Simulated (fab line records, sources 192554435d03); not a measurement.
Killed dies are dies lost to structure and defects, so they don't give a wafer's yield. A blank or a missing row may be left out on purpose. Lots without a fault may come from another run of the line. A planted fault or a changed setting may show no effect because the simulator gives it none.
Split-lot experiment | flow n5_finfet | 7 lots, 39 wafers read, on a route of 1938 steps

THE SPLIT
At N5_MIM_BOT_SPUTTER_00 (material TiN, target thk 35 nm, time 89.7 s), the setting time_s was moved away from the recipe's 89.7 s on 15 of the 39 wafers read, by -52.0% to +47.7%. The other wafers ran this setting at the recipe's value.

The reading is taken at the split's own step.

THE READING
TiN_of_MIM_BOT_SPUTTER_00.thk_nm (the simulator's own value, which no gauge read), in nm, at N5_MIM_BOT_SPUTTER_00 (material TiN, target thk 35 nm, time 89.7 s). The file gives no usual value for it. The 24 wafers here that ran the recipe average 34.6 nm, standard deviation 0.49 nm.

wafer  | tool, chamber at the split | time_s as run, s | against the recipe | TiN_of_MIM_BOT_SPUTTER_00.thk_nm, nm | against lot-mates on the recipe
L077.1 | pvd_sputter-01, -          | 89.7             | recipe             | 34.8                                 | -
L077.4 | pvd_sputter-01, -          | 89.7             | recipe             | 34.8                                 | -
L077.5 | pvd_sputter-01, -          | 89.7             | recipe             | 34.8                                 | -
L077.2 | pvd_sputter-01, -          | 63               | -29.8%             | 25                                   | -9.8
L077.3 | pvd_sputter-01, -          | 63               | -29.8%             | 24.6                                 | -10.2
L077.6 | pvd_sputter-01, -          | 63               | -29.8%             | 24.4                                 | -10.4
L078.1 | pvd_sputter-03, -          | 89.7             | recipe             | 33.6                                 | -
L078.2 | pvd_sputter-03, -          | 89.7             | recipe             | 34.2                                 | -
L078.6 | pvd_sputter-03, -          | 89.7             | recipe             | 34.2                                 | -
L078.3 | pvd_sputter-03, -          | 89.7             | recipe             | 33.8                                 | -
L078.4 | pvd_sputter-03, -          | 89.7             | recipe             | 34                                   | -
L078.5 | pvd_sputter-03, -          | 89.7             | recipe             | 34                                   | -
L083.1 | pvd_sputter-02, -          | 89.7             | recipe             | 34.8                                 | -
L083.2 | pvd_sputter-02, -          | 132.5            | +47.7%             | 51.8                                 | +16.9
L083.3 | pvd_sputter-02, -          | 132.5            | +47.7%             | 51.4                                 | +16.5
L083.4 | pvd_sputter-02, -          | 132.5            | +47.7%             | 51.6                                 | +16.7
L083.5 | pvd_sputter-02, -          | 89.7             | recipe             | 35                                   | -
L083.6 | pvd_sputter-02, -          | 89.7             | recipe             | 35                                   | -
L084.1 | pvd_sputter-02, -          | 89.7             | recipe             | 34.8                                 | -
L084.2 | pvd_sputter-02, -          | 89.7             | recipe             | 34.8                                 | -
L084.3 | pvd_sputter-02, -          | 43.02            | -52.0%             | 16.6                                 | -18.1
L084.6 | pvd_sputter-02, -          | 43.02            | -52.0%             | 16.6                                 | -18.1
L084.4 | pvd_sputter-02, -          | 89.7             | recipe             | 34.6                                 | -
L084.5 | pvd_sputter-02, -          | 43.02            | -52.0%             | 16.4                                 | -18.3
L090.1 | pvd_sputter-01, -          | 89.7             | recipe             | 34.4                                 | -
L090.4 | pvd_sputter-01, -          | 89.7             | recipe             | 34.4                                 | -
L090.2 | pvd_sputter-01, -          | 69.49            | -22.5%             | 27                                   | -7.5
L090.5 | pvd_sputter-01, -          | 69.49            | -22.5%             | 27                                   | -7.5
L090.3 | pvd_sputter-01, -          | 89.7             | recipe             | 34.6                                 | -
L090.6 | pvd_sputter-01, -          | 69.49            | -22.5%             | 26.6                                 | -7.9
L085.1 | pvd_sputter-02, -          | 51.65            | -42.4%             | 20.6                                 | -14.8
L085.5 | pvd_sputter-02, -          | 51.65            | -42.4%             | 20.6                                 | -14.8
L085.2 | pvd_sputter-02, -          | 89.7             | recipe             | 35.4                                 | -
L085.3 | pvd_sputter-02, -          | 51.65            | -42.4%             | 20.4                                 | -15.0
L085.4 | pvd_sputter-02, -          | 89.7             | recipe             | 35.6                                 | -
L085.6 | pvd_sputter-02, -          | 89.7             | recipe             | 35.2                                 | -
L089.2 | pvd_sputter-03, -          | 89.7             | recipe             | 35.2                                 | -
L089.3 | pvd_sputter-03, -          | 89.7             | recipe             | 34.6                                 | -
L089.4 | pvd_sputter-03, -          | 89.7             | recipe             | 34.8                                 | -

THE FIT
A straight line over all 39 wafers: TiN_of_MIM_BOT_SPUTTER_00.thk_nm changes by +0.346 nm for each +1% of time_s; r = +1.00; the points scatter about the line by 0.45 nm.
The same after taking each lot's own level away (the mean of its wafers on the recipe; 39 wafers): +0.348 nm for each +1%; r = +1.00; scatter 0.2 nm.
On that fit, the largest move of time_s shifts the reading by 18 nm.
The lots' own levels span 33.97 to 35.40 nm, that is 2.9 times the standard deviation above.
So the lot-to-lot level changes the slope little: the two slopes agree.
Check: with one of the wafers moved furthest among these (-52.0%) left out of the fit, the line predicts -18.1 nm for it against its lot-mates. It came out at -18.1 nm against them.

OTHER SPLITS ON THESE WAFERS
These wafers also went through other splits before the reading. Each is held against what the fit with the lots' levels taken away leaves over:
other split on the same wafers      | wafers away from the commonest value | r with TiN_of_MIM_BOT_SPUTTER_00.thk_nm (lot level and that fit taken away)
N5_BEOL_M13_ILD_DEP_00 target_thk_a | 15                                   | +0.18

THE FILE'S OWN FIT
TiN_of_MIM_BOT_SPUTTER_00.thk_nm changes by +0.348 nm for each +1% of time_s, r = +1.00.
